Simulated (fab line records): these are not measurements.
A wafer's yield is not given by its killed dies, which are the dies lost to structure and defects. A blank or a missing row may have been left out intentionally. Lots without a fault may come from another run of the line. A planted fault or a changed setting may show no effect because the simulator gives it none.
Split-lot study -- flow n5_finfet -- 7 lots, 21 wafers read, on a route of 1938 steps

## THE SPLIT ITSELF
At N5_PMOS_HMC_CHANNEL_EPI_PEB_07 (peb time 60 s), the setting peb_temp_c was moved away from the recipe's 110 C on 7 of the 21 wafers read, by -1.8% to +2.1%. The other wafers ran this setting at the recipe's value.

## FROM SPLIT TO READING: 1 step shown by the file between the two
- N5_PMOS_HMC_CHANNEL_EPI_DEVELOP_08: develop time 30 s

## THE READING
cd_nm, in nm, at N5_PMOS_HMC_CHANNEL_EPI_CD_MEAS_09 (target cd 237.4 nm). Typical for fault-free wafers on this fab line: 238.0 nm, with standard deviation 1.3 nm.

wafer,"tool, chamber at the split","peb_temp_c as run, C",against the recipe,"cd_nm, nm",against lot-mates on the recipe
L078.3,"litho_track-02, 0",110,recipe,237.5,-
L078.4,"litho_track-02, 0",110,recipe,237.1,-
L078.6,"litho_track-02, 0",110,recipe,238.3,-
L084.1,"litho_track-04, 0",112.3,+2.1%,246.0,+8.4
L084.3,"litho_track-04, 0",112.3,+2.1%,245.5,+7.9
L084.5,"litho_track-04, 0",110,recipe,237.6,-
L085.2,"litho_track-04, 0",110,recipe,237.1,-
L085.3,"litho_track-04, 0",110,recipe,235.8,-
L085.5,"litho_track-04, 0",110,recipe,237.4,-
L087.1,"litho_track-02, 0",110,recipe,237.6,-
L087.2,"litho_track-02, 0",110,recipe,239.8,-
L087.6,"litho_track-02, 0",110,recipe,238.0,-
L091.1,"litho_track-03, 0",110,recipe,239.0,-
L091.3,"litho_track-03, 0",108.7,-1.2%,234.1,-4.9
L091.5,"litho_track-03, 0",108.7,-1.2%,234.9,-4.1
L096.1,"litho_track-02, 0",108.8,-1.1%,234.1,-4.5
L096.4,"litho_track-02, 0",110,recipe,239.3,-
L096.5,"litho_track-02, 0",110,recipe,237.8,-
L097.1,"litho_track-02, 0",110,recipe,237.6,-
L097.2,"litho_track-02, 0",108,-1.8%,232.0,-5.6
L097.4,"litho_track-02, 0",108,-1.8%,232.6,-5.0

FIT RESULTS
A straight line over all 21 wafers: cd_nm changes by +3.4 nm for each +1% of peb_temp_c; r = +0.97; the points scatter about the line by 0.92 nm.
The same after taking each lot's own level away (the mean of its wafers on the recipe; 21 wafers): +3.58 nm for each +1%; r = +0.98; scatter 0.75 nm.
The reading moves by 7.5 nm for the largest change in peb_temp_c, on that fit.
From 236.77 to 239.00 nm: that is the span of the lots' own levels, equal to 1.7 times the standard deviation above.
The two slopes are in agreement: the lot-to-lot level therefore moves the slope only a little.
Check: with one of the wafers moved furthest among these (+2.1%) left out of the fit, the line predicts +7.26 nm for it against its lot-mates. It came out at +8.4 nm against them.

## ADDITIONAL SPLITS CARRIED BY THESE WAFERS
Before the reading, these wafers also passed through other splits. Each is held against what the fit with the lots' levels taken away leaves over:
other split on the same wafers,wafers away from the commonest value,r with cd_nm (lot level and that fit taken away)
N5_WELL_APT_COAT_02 spin_rpm,10,+0.36

## THE WHOLE CHAIN: every reading that the file lists as answering this split, in the file's order
step,what it does,reading,change (the file's fit),r (the file's)
N5_PMOS_HMC_CHANNEL_EPI_CD_MEAS_09,target cd 237.4 nm,cd_nm,+3.59 nm for each +1% of the setting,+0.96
N5_PMOS_HMC_CHANNEL_EPI_DESCUM_14,"chemistry O2, time 7.9 s","PMOS_HMC_CHANNEL_EPI.cd_nm (the simulator's own value, which no gauge read)",+3.62 nm for each +1% of the setting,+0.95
N5_PMOS_HMC_CHANNEL_EPI_ETCH_32,"etches BARC in N2/H2, stops on SiO2, target depth 85.8 nm, time 50.3 s","PMOS_HMC_CHANNEL_EPI.cd_nm (the simulator's own value, which no gauge read)",+3.53 nm for each +1% of the setting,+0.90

## FILE'S OWN FIT
cd_nm changes by +3.59 nm for each +1% of peb_temp_c, r = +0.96.
